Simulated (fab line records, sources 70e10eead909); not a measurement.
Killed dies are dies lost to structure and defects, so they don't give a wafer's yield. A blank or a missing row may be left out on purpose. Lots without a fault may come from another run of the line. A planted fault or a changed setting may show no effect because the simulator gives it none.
fab line records | flow nand_harc
record lots=6 wafers=17 last_day=31
route steps=1302 shown A_SGD_CUT@911 A_SLIT@922 A_SIN_REMOVE@947 A_WL_FILL@952 END@1302
lots that met no fault: from a run of the same line without faults
start_h: hours from the record's first day to the start of the lot's first wafer shown | wait_h: hours since the lot's step before | " the same as in the row above | L1.1+2: a row that stands for several wafers | - no value, or no start given | * or withheld: withheld | < > ~ a bound
route shown NAME@n: a module of which the file shows steps, and the number in the route of the first | usual: mean/standard deviation of fault-free wafers | same: alike in all rows | chamber/n: place in a boat | sites: the reading at each site | _std_site: their standard deviation | _edge_site: outer sites' mean less inner sites' | radius_mm: how far each site lies from the wafer's centre | mask NAME#n: copy n | behind: the tool/chamber that last shaped the wafer | hold: why the lot was held/for how many hours/how that ended | device: the transistor (n, p or np) that didn't switch | end of line: the same wafers' tests at the end of the route | a step without rows: its recipe alone | killed: dies lost to structure and defects at the first sort, not the wafer's yield | map: a wafer's dies, x killed, . not, _ none there
set.NAME: the setting as run; set.NAME@STEP: as run at that earlier step | model.NAME: the simulator's own value behind a step, which no gauge read
lots at some steps of the route; a table a step, a row a wafer
services: from which hour (start_h, from the record's first day; less than 0 if before it) a tool's chamber was out of use, for how many hours, and why
## steps
# step NHARC_A_SGD_CUT_PRECLEAN_18
# recipe time_s=* temp_c=50 bath_age_min=0 chemistry=SC1
# step NHARC_A_SGD_CUT_SRD_19
# step NHARC_A_SGD_CUT_DEP_20
# recipe target_thk_a=1500 temp_c=65 material=SiO2
# step NHARC_A_SGD_CUT_ANNEAL_27
# recipe temp_c=450 time_s=1800
# step NHARC_A_SGD_CUT_CMP_21
# recipe target_thk_nm=148.19
# usual motor_current_A=11.8/1.6 time_to_endpoint_s=49.5/2.7
# columns lot.wafer tool chamber start_h wait_h motor_current_A time_to_endpoint_s
L191.1 cmp-01 1 469.76 0.4 11.5 44.8
L191.4 " 2 " " 10.9 51.3
L191.5 " 1 " " 11.5 44.0
L194.1 cmp-01 3 512.07 0.4 10.9 46.7
L194.2 " 0 " " 9.6 47.7
L194.4 " 1 " " 11.8 48.0
L200.1 cmp-03 2 572.01 0.4 11.1 46.0
L200.6 " 3 " " 15.7 49.6
L204.4 cmp-03 2 593.41 0.6 12.2 49.8
L204.6 " 3 " " 15.5 49.8
L204.5 " 0 " " 12.4 51.3
L205.3 cmp-03 3 593.65 0.8 16.2 45.6
L205.2 " 0 " " 13.1 51.5
L205.4 " 1 " " 10.7 50.9
L206.4 cmp-03 1 612.40 0.4 10.9 49.2
L206.3 " 3 " " 14.7 48.8
L206.6 " 1 " " 10.6 51.9
# step NHARC_A_SGD_CUT_THK_MEAS_22
# recipe thk_meas_gauge=ellipsometry
# usual thk_nm=148.2/1.3
# columns lot.wafer tool chamber start_h wait_h thk_nm
L191.1 film_metro-01 - 469.99 0.2 148.1
L191.4 " - " " 149.1
L191.5 " - " " 147.6
L194.1 film_metro-02 - 512.30 0.2 145.7
L194.2 " - " " 146.5
L194.4 " - " " 147.5
L200.1 film_metro-02 - 572.26 0.2 149.6
L200.6 " - " " 146.7
L204.4 film_metro-01 - 593.59 0.2 150.6
L204.5 " - " " 150.7
L204.6 " - " " 147.6
L205.2 film_metro-01 - 593.89 0.2 149.8
L205.3 " - " " 147.9
L205.4 " - " " 148.5
L206.3 film_metro-01 - 612.63 0.2 147.8
L206.4 " - " " 149.7
L206.6 " - " " 149.0
# step NHARC_A_SGD_CUT_SRD_23
# step NHARC_A_SGD_CUT_ETCH_26
# recipe target_depth_a=458 chemistry=dHF material=SiO2
# step NHARC_A_SGD_CUT_ETCHBACK_24
# recipe target_depth_a=500 over_etch_frac=0.3 time_s=92.857 ion_energy_ev=120 ch3f_flow_sccm=50 o2_flow_sccm=30 ar_flow_sccm=200 rf_w=500 bias_w=100 chemistry=CH3F/O2
# step NHARC_A_SGD_CUT_STRIP_28
# recipe time_s=20 o2_flow_sccm=500 ar_flow_sccm=0 bias_w=0 chemistry=O2
# step NHARC_A_SGD_CUT_INSPECT_25
# usual raw_defect_count=364/96
# columns lot.wafer tool chamber start_h wait_h raw_defect_count
L191.1 defect_inspect-02 - 470.46 - 324
L191.4 " - " " 322
L191.5 " - " " 276
L194.1 defect_inspect-02 - 512.76 - 404
L194.2 " - " " 320
L194.4 " - " " 355
L200.1 defect_inspect-01 - 572.72 - 457
L200.6 " - " " 417
L204.4 defect_inspect-01 - 594.06 - 242
L204.5 " - " " 641
L204.6 " - " " 290
L205.2 defect_inspect-01 - 594.35 - 540
L205.3 " - " " 563
L205.4 " - " " 485
L206.3 defect_inspect-01 - 613.10 - 316
L206.4 " - " " 240
L206.6 " - " " 263
# step NHARC_A_SLIT_DEP_25
# recipe target_thk_a=2000 temp_c=400 pressure_torr=6.5 rf_w=900 teos_flow_sccm=161.4 flow_sccm=2650 target_thk_nm=200 gas=O2 material=SiO2
# step NHARC_A_SLIT_DEP_00
# recipe target_thk_a=62000 temp_c=400 material=aC
# usual throttle_valve_pct=35.000/0.0086
# columns lot.wafer tool chamber start_h wait_h throttle_valve_pct
L191.1 acl_dep-02 0 470.86 - 34.996
L191.4 " 0 472.75 - 34.999
L191.5 " 0 " " 35.013
L194.1 acl_dep-03 0 514.52 - 34.983
L194.2 " 0 " " 34.993
L194.4 " 0 516.41 - 35.003
L200.1 acl_dep-02 0 573.13 - 34.989
L200.6 " 0 576.31 - 35.013
L204.4 acl_dep-02 0 596.37 - 35.007
L204.5 " 0 " " 34.990
L204.6 " 0 " " 35.025
L205.2 acl_dep-03 0 598.67 - 35.001
L205.3 " 0 " " 35.002
L205.4 " 0 " " 35.004
L206.3 acl_dep-03 0 616.67 - 35.006
L206.4 " 0 " " 35.001
L206.6 " 0 618.57 - 34.993
# step NHARC_A_SLIT_DEP_23
# recipe target_thk_a=1000 target_thk_nm=100 temp_c=400 pressure_torr=3.5 flow_sccm=200 rf_w=350 material=SiON
# step NHARC_A_SLIT_DEHYDRATE_01
# recipe temp_c=150 time_s=120
# step NHARC_A_SLIT_HMDS_02
# recipe time_s=30
# step NHARC_A_SLIT_COAT_03
# recipe spin_rpm=1500 resist_thk_nm=90
# step NHARC_A_SLIT_SOFTBAKE_04
# recipe temp_c=105 time_s=55
# step NHARC_A_SLIT_EBR_05
# step NHARC_A_SLIT_EXPOSE_06
# recipe na=1.35 dose_mj=60.82 mask_id=SLIT
# step NHARC_A_SLIT_PEB_07
# recipe peb_temp_c=100 peb_time_s=65
# step NHARC_A_SLIT_DEVELOP_08
# recipe develop_time_s=35 dev_temp_c=23
# step NHARC_A_SLIT_CD_MEAS_09
# recipe target_cd_nm=300 landing_energy_ev=500
# usual cd_nm=299.9/0.58
# columns lot.wafer tool chamber start_h wait_h cd_nm
L191.1 cd_sem-02 0 475.37 - 300.6
L191.4 " 0 " " 300.8
L191.5 " 0 " " 299.8
L194.1 cd_sem-03 0 519.00 - 299.0
L194.2 " 0 " " 300.3
L194.4 " 0 " " 299.7
L200.1 cd_sem-03 0 577.64 - 299.4
L200.6 " 0 " " 299.6
L204.4 cd_sem-03 0 598.99 - 299.5
L204.5 " 0 " " 300.6
L204.6 " 0 " " 301.1
L205.2 cd_sem-03 0 602.53 - 299.3
L205.3 " 0 " " 299.5
L205.4 " 0 " " 299.4
L206.3 cd_sem-01 0 619.90 - 300.3
L206.4 " 0 " " 299.6
L206.6 " 0 " " 300.2
# step NHARC_A_SLIT_OVL_MEAS_10
# usual overlay_x_nm=-0.2/0.81 overlay_y_nm=0.3/0.83
# columns lot.wafer tool chamber start_h wait_h overlay_x_nm overlay_y_nm
L191.1 overlay-02 - 475.46 - 0.8 1.2
L191.4 " - " " 0.7 0.6
L191.5 " - " " 1.1 1.0
L194.1 overlay-01 - 519.09 - 0.3 -0.5
L194.2 " - " " 0.2 -0.6
L194.4 " - " " -0.1 -0.7
L200.1 overlay-01 - 577.73 - -1.8 2.7
L200.6 " - " " -1.3 2.6
L204.4 overlay-01 - 599.07 - 0.0 -0.2
L204.5 " - " " 0.6 -0.1
L204.6 " - " " 0.3 -0.2
L205.2 overlay-01 - 602.62 - -0.6 -0.2
L205.3 " - " " -0.8 -0.2
L205.4 " - " " -0.4 -0.4
L206.3 overlay-01 - 619.99 - -0.2 0.8
L206.4 " - " " 0.2 1.0
L206.6 " - " " 0.2 0.7
# step NHARC_A_SLIT_INSPECT_11
# usual raw_defect_count=56/27
# columns lot.wafer tool chamber start_h wait_h raw_defect_count
L191.1 defect_inspect-02 - 475.50 0.0 72
L191.4 " - " " 82
L191.5 " - " " 72
L194.1 defect_inspect-02 - 519.12 0.0 69
L194.2 " - " " 63
L194.4 " - " " 58
L200.1 defect_inspect-02 - 577.77 0.0 49
L200.6 " - " " 53
L204.4 defect_inspect-01 - 599.11 0.0 35
L204.5 " - " " 31
L204.6 " - " " 31
L205.2 defect_inspect-01 - 602.65 0.0 98
L205.3 " - " " 79
L205.4 " - " " 87
L206.3 defect_inspect-02 - 620.03 0.0 27
L206.4 " - " " 29
L206.6 " - " " 17
# step NHARC_A_SLIT_DESCUM_14
# recipe time_s=3 o2_flow_sccm=200 ar_flow_sccm=0 bias_power_w=0 chemistry=O2
# step NHARC_A_SLIT_ETCH_24
# recipe target_depth_a=1210 time_s=60.5 cf4_flow_sccm=100 chf3_flow_sccm=30 ar_flow_sccm=0 rf_w=500 bias_w=200 chemistry=CF4/CHF3
# usual drypump_motor_current_A=5.9/0.31 oes_product_au=0.961/0.014 rf_vpp_V=370.6/2.5 showerhead_plenum_p_Torr=1.57/0.076 throttle_valve_pct=16.803/0.0093
# same time_s=60.5
# columns lot.wafer tool chamber start_h wait_h drypump_motor_current_A oes_product_au rf_hours_counter_h rf_vpp_V showerhead_plenum_p_Torr throttle_valve_pct
L191.4 rie_diel-04 2 475.64 0.1 5.6 0.958 5.0 371.4 1.62 16.808
L191.1 " 3 " " 6.5 0.958 6.9 373.9 1.68 16.804
L191.5 " 2 " " 5.6 0.966 - 371.9 1.62 16.805
L194.4 rie_diel-12 0 519.28 0.1 6.0 0.972 4.1 367.8 1.49 16.792
L194.2 " 1 " " 6.2 0.964 3.7 367.7 1.49 16.792
L194.1 " 2 " " 5.6 0.964 3.1 371.0 1.58 16.793
L200.1 rie_diel-12 0 577.92 0.1 5.9 0.932 6.9 367.6 1.49 16.799
L200.6 " 3 " " 5.8 0.921 - 366.1 1.47 16.803
L204.4 rie_diel-04 0 599.26 0.1 5.4 0.955 2.2 370.6 1.61 16.806
L204.6 " 2 " " 5.7 0.964 - 370.6 1.61 16.799
L204.5 " 3 " " 6.5 0.943 - 375.4 1.68 16.798
L205.2 rie_diel-04 1 602.80 0.1 5.4 0.952 4.5 373.6 1.68 16.798
L205.3 " 2 " " 5.7 0.978 4.3 373.2 1.61 16.799
L205.4 " 0 " " 5.4 0.957 4.0 372.6 1.61 16.813
L206.4 rie_diel-10 0 620.18 0.1 6.2 0.965 0.1 370.6 1.59 16.798
L206.3 " 2 " " 6.0 0.982 0.2 373.0 1.64 16.803
L206.6 " 0 " " 6.2 0.962 - 370.9 1.59 16.794
# step NHARC_A_SLIT_ETCH_15
# recipe target_depth_a=62000 over_etch_frac=0.3 time_s=1612 ion_energy_ev=150 o2_flow_sccm=400 cos_flow_sccm=20 ar_flow_sccm=0 rf_w=500 bias_w=300 chemistry=O2/COS
# step NHARC_A_SLIT_ETCH_17
# recipe bias_v=900 source_w=withheld pressure_mtorr=20 ar_flow_sccm=375 c4f8_flow_sccm=83.3 o2_flow_sccm=41.7 time_s=4254.5 target_depth_a=2.03e+05 chemistry=C4F8/O2/Ar
# usual drypump_motor_current_A=6.0/0.33 showerhead_plenum_p_Torr=3.71/0.11 throttle_valve_pct=32.045/0.0089
# same time_s=4254.5
# columns lot.wafer tool chamber start_h wait_h drypump_motor_current_A rf_hours_counter_h showerhead_plenum_p_Torr throttle_valve_pct
L191.1 har_etch-01 1 478.60 - 5.8 264 3.64 32.053
L191.4 " 0 " " 5.9 - 3.64 32.046
L191.5 " 1 480.98 - 5.8 - 3.65 32.060
L194.2 har_etch-01 1 520.44 - 5.8 283 3.63 32.054
L194.1 " 0 " " 5.9 283 3.64 32.054
L194.4 " 1 " " 5.8 - 3.63 32.045
L200.1 har_etch-01 1 579.68 - 5.8 313 3.62 32.039
L200.6 " 0 581.47 - 5.9 - 3.62 32.044
L204.4 har_etch-01 1 601.64 - 5.8 - 3.61 32.057
L204.6 " 1 602.86 - 5.8 - 3.61 32.063
L204.5 " 0 " " 5.9 - 3.61 32.045
L205.2 har_etch-01 1 604.27 - 5.8 336 3.61 32.049
L205.4 " 1 605.48 - 5.8 - 3.61 32.032
L205.3 " 0 " " 6.0 - 3.61 32.045
L206.3 har_etch-02 1 622.56 - 5.7 - 3.83 32.048
L206.4 " 0 " " 6.6 - 3.86 32.054
L206.6 " 1 " " 5.7 - 3.83 32.038
# step NHARC_A_SLIT_ETCH_26
# recipe bias_v=400 source_w=2000 pressure_mtorr=25 time_s=90 ar_flow_sccm=375 c4f8_flow_sccm=41.7 o2_flow_sccm=83.3 target_depth_a=4000 chemistry=C4F8/O2/Ar
# step NHARC_A_SLIT_STRIP_28
# recipe o2_flow_sccm=400 cos_flow_sccm=20 ar_flow_sccm=0 bias_w=0 chemistry=O2/COS
# step NHARC_A_SLIT_ETCH_29
# recipe target_depth_a=1000 overetch_a=100 time_s=55 ion_energy_ev=100 cf4_flow_sccm=80 o2_flow_sccm=20 ar_flow_sccm=0 rf_w=300 bias_w=100 chemistry=CF4/O2
# usual drypump_motor_current_A=5.89/0.3 oes_product_au=0.997/0.0086 rf_vpp_V=197.6/1.6 showerhead_plenum_p_Torr=1.33/0.064 throttle_valve_pct=13.397/0.0092
# same time_s=55
# columns lot.wafer tool chamber start_h wait_h drypump_motor_current_A oes_product_au rf_hours_counter_h rf_vpp_V showerhead_plenum_p_Torr throttle_valve_pct
L191.1 rie_diel-12 3 482.46 0.1 5.78 0.983 2 195.2 1.24 13.407
L191.4 " 1 " " 6.21 0.984 2 196.4 1.26 13.395
L191.5 " 3 " " 5.75 0.989 - 195.5 1.24 13.393
L194.2 rie_diel-12 3 524.96 0.1 5.80 0.996 4 197.5 1.24 13.405
L194.4 " 0 " " 5.94 0.997 5 195.1 1.26 13.416
L194.1 " 2 " " 5.63 0.998 4 195.9 1.34 13.403
L200.1 rie_diel-10 2 583.54 0.1 6.01 1.001 9 199.9 1.39 13.395
L200.6 " 2 " " 6.02 0.998 - 199.2 1.39 13.395
L204.4 rie_diel-12 2 605.01 0.1 5.59 1.002 10 198.2 1.34 13.390
L204.6 " 3 " " 5.78 0.990 - 196.8 1.24 13.397
L204.5 " 0 " " 5.97 1.017 - 195.1 1.26 13.406
L205.2 rie_diel-10 2 608.79 0.1 5.96 0.999 0 201.1 1.39 13.403
L205.3 " 0 " " 6.19 0.997 0 196.9 1.35 13.404
L205.4 " 1 " " 6.14 1.003 0 197.2 1.25 13.396
L206.4 rie_diel-10 1 625.87 0.1 6.08 0.996 1 196.2 1.25 13.391
L206.3 " 0 " " 6.23 1.003 1 198.3 1.35 13.394
L206.6 " 1 " " 6.09 0.999 - 198.5 1.25 13.410
# step NHARC_A_SLIT_STRIP_18
# recipe o2_flow_sccm=500 ar_flow_sccm=0 bias_w=0 chemistry=O2
# step NHARC_A_SLIT_PRECLEAN_19
# recipe time_s=* temp_c=50 bath_age_min=0 chemistry=SC1
# step NHARC_A_SLIT_SRD_20
# step NHARC_A_SLIT_CD_MEAS_21
# usual cd_nm=289.4/1
# columns lot.wafer tool chamber start_h wait_h cd_nm
L191.1 cd_sem-02 - 482.99 - 289.3
L191.4 " - " " 290.2
L191.5 " - " " 289.4
L194.1 cd_sem-02 - 525.49 - 288.4
L194.2 " - " " 287.7
L194.4 " - " " 288.7
L200.1 cd_sem-02 - 584.07 - 290.1
L200.6 " - " " 290.2
L204.4 cd_sem-03 - 605.53 - 290.9
L204.5 " - " " 290.3
L204.6 " - " " 290.2
L205.2 cd_sem-02 - 609.33 - 289.4
L205.3 " - " " 288.9
L205.4 " - " " 288.6
L206.3 cd_sem-03 - 626.42 - 289.5
L206.4 " - " " 289.8
L206.6 " - " " 289.8
# step NHARC_A_SIN_REMOVE_WET_00
# recipe temp_c=160 time_s=15300 chemistry=H3PO4
# step NHARC_A_SIN_REMOVE_PRECLEAN_01
# recipe time_s=* temp_c=50 bath_age_min=0 chemistry=SC1
# step NHARC_A_SIN_REMOVE_SRD_02
# step NHARC_A_SIN_REMOVE_INSPECT_04
# usual raw_defect_count=376/98
# columns lot.wafer tool chamber start_h wait_h raw_defect_count
L191.1 defect_inspect-02 - 489.59 0.0 345
L191.4 " - " " 351
L191.5 " - " " 314
L194.1 defect_inspect-01 - 532.10 0.0 409
L194.2 " - " " 326
L194.4 " - " " 336
L200.1 defect_inspect-02 - 590.66 0.0 463
L200.6 " - " " 375
L204.4 defect_inspect-02 - 611.87 0.0 256
L204.5 " - " " 639
L204.6 " - " " 325
L205.2 defect_inspect-01 - 616.54 0.0 612
L205.3 " - " " 599
L205.4 " - " " 530
L206.3 defect_inspect-01 - 632.95 0.0 332
L206.4 " - " " 259
L206.6 " - " " 296
# step NHARC_A_WL_FILL_ALD_00
# recipe target_thk_a=30 pulse_time_s=3 ald_cycles=30 temp_c=300 material=Al2O3
# usual heater_power_w=471/52 precursor_pulse_height_rel=1.000/0.021
# same pulse_time_s=3
# columns lot.wafer tool chamber start_h wait_h heater_power_w precursor_pulse_height_rel
L191.4 ald_hk-01 3 489.71 0.1 449 1.002
L191.1 " 0 " " 434 1.019
L191.5 " 1 " " 422 0.981
L194.2 ald_hk-01 3 532.49 0.4 449 1.018
L194.4 " 0 " " 415 1.014
L194.1 " 1 " " 418 0.986
L200.1 ald_hk-02 1 591.97 1.3 510 1.010
L200.6 " 2 " " 471 0.991
L204.4 ald_hk-02 2 611.96 0.1 481 1.005
L204.5 " 1 " " 520 0.995
L204.6 " 2 " " 474 0.995
L205.3 ald_hk-02 0 616.75 0.2 434 1.009
L205.4 " 2 " " 472 1.042
L205.2 " 3 " " 493 1.005
L206.4 ald_hk-04 0 633.05 0.1 553 1.012
L206.3 " 2 " " 524 1.033
L206.6 " 3 " " 414 1.031
# step NHARC_END_SORT_01
# recipe temp_c=25
# usual killed_at_array=55/17 killed_at_other=1.1/1.6 killed_at_periphery=3.8/2.5 killed_dies=60/18 killed_open=3.3/1.9 killed_short=2.5/1.7
# same gross_dies=677
# columns lot.wafer tool chamber start_h wait_h killed_at_array killed_at_other killed_at_periphery killed_dies killed_open killed_short
L200.1 prober-02 0 686.86 2.5 241 2 3 246 5 7
L204.4 prober-02 0 710.10 3.4 308 0 8 316 4 3
# killed by level:class
L200.1 A_SLIT:area_dep=164 A_SLIT:chamber_film_flake=33 A_CHANNEL_HOLE_D2:chamber_film_flake=16 A_CONTACT:chamber_film_flake=7 A_CHANNEL_HOLE_D1:chamber_film_flake=6 A_ONON_D2:geometric_particle:open=2 A_WL_FILL:geometric_particle:short=2 A_SGD_CUT:chamber_film_flake=2
L204.4 A_SLIT:area_dep=241 A_SLIT:chamber_film_flake=33 A_CHANNEL_HOLE_D1:chamber_film_flake=8 A_STAIRCASE:chamber_film_flake=8 A_CONTACT:chamber_film_flake=4 P_M2:chamber_film_flake=3 A_ZERO_WELL:chamber_film_flake=3 A_WL_FILL:geometric_particle:short=2
# map L200.1 (x killed, . not)
____________.____________
_________...x.x._________
_______........xx._______
______x...x..xxx...______
_____.x.........x..._____
____....x..x.......x.____
____....xx.....xx.xx.____
___...x..x..x.xxx.x...___
___.xx.x.x..xx.xx.....___
__x.x.x....xx..x.x..x..__
__x..xx..x..x..xx......__
_xx.x......x.x.xxxxxx..x_
_xx..xx...x..x.x.x.xxx.._
_x.x..x.x.x.x....x....x._
_.x.x.xx.x..xxx..xxx.x.._
_x..x.xx.xxx.....xxx..x._
.xx.....xxx..xxx.xx......
.....x..xxxx.x......xx...
..x.xxxx.x..xxxx..xx.....
....xxx.x.x.x....xx.x.x..
.x..x...xxx.x.xx.....xx..
_...xx.xx..x.x.x...xxx.._
_..x.xx...x..xxx..xx...._
_.xxxx.x.xx...x.xx...x.._
_x.xxxxxxxx.xxxx.....x.._
_x.xxxxx.x.x.xx.x......._
__x.xxxx.....xxx.x.x...__
__.x.xxxx........xx....__
___..xx...........x...___
___xxx.x...x.x...x....___
____x......x.........____
____x.x..............____
_____....x.......x.._____
______...x.........______
_______.x........._______
_________xx....._________
____________.____________
# map L204.4 (x killed, . not)
____________.____________
_________.....x._________
_______..x........_______
______...x...x.x.xx______
_____.x...xxxx....x._____
____..x.......xxx....____
____...xxxxxxxx..xxx.____
___...xxx.x.xxxx..x...___
___.x...xxxxx.xx.xx...___
__.....xxxxxxxxx....xxx__
__.xxxxxxxx.xx.xxxxxx..__
_xx...x..x...xx..xxxx..._
_x....xxx.xxx.xx.x...x.._
_xx.x.x..xxxxxx.xxx....x_
_...x.xx.x.xx.xxxxxx.x.._
_...xx..xxxxxxxxxxxxx..._
.......xxxxx..x.xx.xx....
....xxxxxxxxxxxxxxxxx....
.......x.xxxxxx.xxxxx.x..
......xxxxxxxxxxxxxxx....
...xx.x.xx.xxxxxxxxxx..xx
_.xxxxxxxxxx.xx..xxx...._
_..x.x.xxxxxxxxxxx.xx.x._
_..xxxxx..xxxxxx.xx....._
_.x.xxx.xxxxx.x...x..x.._
_..xxxxxxxx.xxx.x...x.x._
__.xxxx.xx...x.x.x..x..__
__.xxxxx...xxx..x.x....__
___xxxx......x.xx.....___
___.........x.......x.___
____x.x.x............____
____.................____
_____..............._____
______.........x...______
_______..........._______
_________...x.xx_________
____________.____________
## services
# columns tool chamber start_h hours kind
rie_diel-10 1 454.23 1.6 repair
cmp-03 - 456.24 4.0 pm
cmp-01 - 467.44 0.8 repair
ald_hk-01 - 474.00 10.0 pm
acl_dep-03 - 483.89 13.0 pm
cmp-01 - 490.28 2.0 repair
cmp-01 - 496.44 2.6 repair
rie_diel-12 - 512.49 0.4 repair
rie_diel-10 2 523.57 7.0 repair
cmp-03 - 531.00 1.0 repair
ald_hk-02 - 531.80 10.0 pm
rie_diel-04 - 531.99 9.0 pm
cmp-01 - 547.87 1.2 repair
rie_diel-12 2 549.42 5.1 repair
cmp-03 - 554.33 4.0 pm
rie_diel-04 1 561.06 3.0 repair
cmp-03 - 569.78 1.8 repair
rie_diel-10 - 581.45 0.2 repair
rie_diel-04 - 583.21 1.2 repair
cmp-01 - 590.24 4.0 pm
rie_diel-10 - 596.50 9.0 pm
rie_diel-12 0 605.56 8.4 repair
acl_dep-02 - 609.13 13.0 pm
rie_diel-12 - 622.40 9.0 pm
## key
first_sign step=NHARC_END_SORT_01 reading=killed_at_array direction=up sigmas=13 usual=55 struck=274
effect step=NHARC_END_SORT_01 reading=killed_dies direction=up sigmas=12 usual=60 struck=281
more_kills_born_at NHARC_A_SLIT_DEP_00@acl_dep-02=405
met_at NHARC_A_SLIT_DEP_00
struck_wafers L200.1,L204.4
tester_left_out L200,L204
onset_between 470.86 573.13
fault kind=process_parameter_drift tool=acl_dep-02 chamber=- onset_h=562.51 steps=NHARC_A_SLIT_DEP_00 channel=target_thk_a offset=* shape=step end_h=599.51 scope=struck_wafers_only acts_in=* stated=*
# tester_left_out: of these lots the tester's yield and bins aren't shown, on N5 and GAA mostly nor the transistor test; their killed dies are dies lost to structure and defects alone, not to doping, threshold or leakage, so they don't give the yield
